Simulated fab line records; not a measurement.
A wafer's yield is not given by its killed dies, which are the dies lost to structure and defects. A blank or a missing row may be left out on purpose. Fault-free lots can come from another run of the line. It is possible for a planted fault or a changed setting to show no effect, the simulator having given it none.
A lot that was struck, set against a sound lot | flow nand_harc | 36 steps out of a route of 1302
Sound: the wafers L397.2, L397.3, L397.5. Wafers L394.1, L394.2, L394.5 were the ones struck. The cause comes at the end.
Order at every step that has rows: each side's tool, ch and its chambers, its first start. Under that, the readings that differ: sound wafers | struck wafers | difference of the means | sigmas: that difference in standard deviations of wafers without a fault.
alike: same words and numbers on both sides, and readings whose means sit less than 2 such deviations apart. not compared: any withheld reading, any reading some wafer has no value for, any bound like >300 that may hide the same value, and any number with overlapping values for which the record gives no deviation.
The two part at a step that has a row with sigmas, a row that says differs or no value, or rows on one side only. Numbers that have no deviation but don't overlap get no sigmas and don't part them. Lack of a reading on every wafer of one side parts them only where that side has two or more wafers.

NHARC_A_WL_FILL_STRIP_27: strips in N2/H2, time 20 s.
  sound on plasma_asher-01 ch 0,1, day 27 12:55; struck on plasma_asher-01 ch 0,1, day 26 12:10
  alike: drypump_motor_current_A, heater_power_w
  not compared: rf_hours_counter_h
then, 7 steps without rows for these wafers: NHARC_A_WL_FILL_STRIP_28 (strips in post etch residue remover, time 1200 s); NHARC_A_WL_FILL_PRECLEAN_06 (cleans in DIW, time 300 s); NHARC_A_WL_FILL_SRD_07; NHARC_A_WL_FILL_ANNEAL_08 (time 1800 s); NHARC_A_WL_FILL_ALD_10 (deposits SiO2, target thk 50 nm, pulse time 10 s, ald cycles 500); NHARC_A_WL_FILL_ETCHBACK_16 (etches the open film in C4F8/O2/Ar, target depth 120 nm, time 24 s); NHARC_A_WL_FILL_STRIP_29 (strips in O2, time 20 s).
NHARC_A_WL_FILL_ETCHBACK_17: etches the open film in Cl2/BCl3, target depth 4 nm, time 26.7 s.
  sound on rie_metal-01 ch 0,1, day 27 22:30; struck on rie_metal-01 ch 0,1, day 26 22:04
  reading               | sound             | struck            | difference | sigmas
  oes_product_au (a.u.) | 1.008 1.014 0.995 | 0.984 0.988 0.978 | -0.022     | -2
  alike: drypump_motor_current_A
  not compared: rf_hours_counter_h
then, 2 steps without rows for these wafers: NHARC_A_WL_FILL_PRECLEAN_18 (cleans in dHF, time 30 s); NHARC_A_WL_FILL_SRD_21.
NHARC_A_WL_FILL_CVD_23: deposits poly-Si, target thk 40 nm, time 800 s.
  sound on lpcvd_poly-01 ch 0, day 28 01:04; struck on lpcvd_poly-04 ch 0, day 27 00:44
then, 3 steps without rows for these wafers: NHARC_A_WL_FILL_ETCHBACK_26 (etches the open film in HBr, target depth 52 nm, time 13.3 s); NHARC_A_WL_FILL_PRECLEAN_30 (cleans in dHF, time 10 s); NHARC_A_WL_FILL_SRD_14.
NHARC_A_WL_FILL_ALD_19: deposits TiN, target thk 2 nm, pulse time 3 s, ald cycles 100.
  sound on ald_metal-02 ch 0,2, day 28 03:56; struck on ald_metal-01 ch 2,3, day 27 03:36
  alike: heater_power_w, precursor_pulse_height_rel, susceptor_temp_C
NHARC_A_WL_FILL_CVD_20: deposits W, target thk 100 nm, time 74 s.
  sound on cvd_w-02 ch 0,1; struck on cvd_w-01 ch 0,1
  reading              | sound | struck               | difference                   | sigmas
  susceptor_temp_C (C) | - - - | 399.93 400.04 400.28 | no value on the sound wafers |
  alike: heater_power_w, throttle_valve_pct
then, 15 steps without rows for these wafers: NHARC_A_WL_FILL_CMP_12 (polishes, t overpolish 30 s, target thk 100 nm); NHARC_A_WL_FILL_SRD_31; NHARC_A_CONTACT_DEP_24 (deposits SiO2, target thk 500 nm); NHARC_A_CONTACT_DEP_28 (deposits aC, target thk 7000 nm); NHARC_A_CONTACT_DEP_29 (deposits SiON, target thk 100 nm); NHARC_A_CONTACT_DEHYDRATE_32 (time 120 s); NHARC_A_CONTACT_HMDS_33 (time 30 s); NHARC_A_CONTACT_COAT_34 (time 75 s); NHARC_A_CONTACT_COAT_35 (time 65 s); NHARC_A_CONTACT_COAT_36 (resist thk 90 nm); NHARC_A_CONTACT_SOFTBAKE_37 (time 55 s); NHARC_A_CONTACT_EBR_38; NHARC_A_CONTACT_EXPOSE_39 (exposes mask A CC 3); NHARC_A_CONTACT_PEB_40 (peb time 65 s); NHARC_A_CONTACT_DEVELOP_41 (develop time 35 s).
NHARC_A_CONTACT_CD_MEAS_42 targets a cd of 300 nm.
  sound on cd_sem-01 ch 0, day 28 10:28; struck on cd_sem-01 ch 0, day 27 10:11
  alike: cd_nm
NHARC_A_CONTACT_OVL_MEAS_43:
  sound on overlay-01, day 28 10:34; struck on overlay-02, day 27 10:16
  alike: overlay_x_nm, overlay_y_nm
NHARC_A_CONTACT_DESCUM_47: chemistry O2, time 3 s.
  sound on rie_diel-08 ch 1,2, day 28 10:39; struck on rie_diel-08 ch 0,2,3, day 27 10:22
  alike: drypump_motor_current_A, oes_product_au, rf_vpp_V, showerhead_plenum_p_Torr, throttle_valve_pct
  not compared: rf_hours_counter_h
-- record jumps: 3 days between struck wafers' starts before vs after; left off in module A_CONTACT, resumes in module END, first step shown is number 1302 of the route --
NHARC_END_SORT_01:
  only the struck wafers appear in the record here, on prober-01 ch 0 at day 30 08:19; the sound ones have no rows

== WHERE THEY PART ==
First at NHARC_A_WL_FILL_ETCHBACK_17; last, within this record, at NHARC_END_SORT_01.

WHY: whatever the simulator had introduced
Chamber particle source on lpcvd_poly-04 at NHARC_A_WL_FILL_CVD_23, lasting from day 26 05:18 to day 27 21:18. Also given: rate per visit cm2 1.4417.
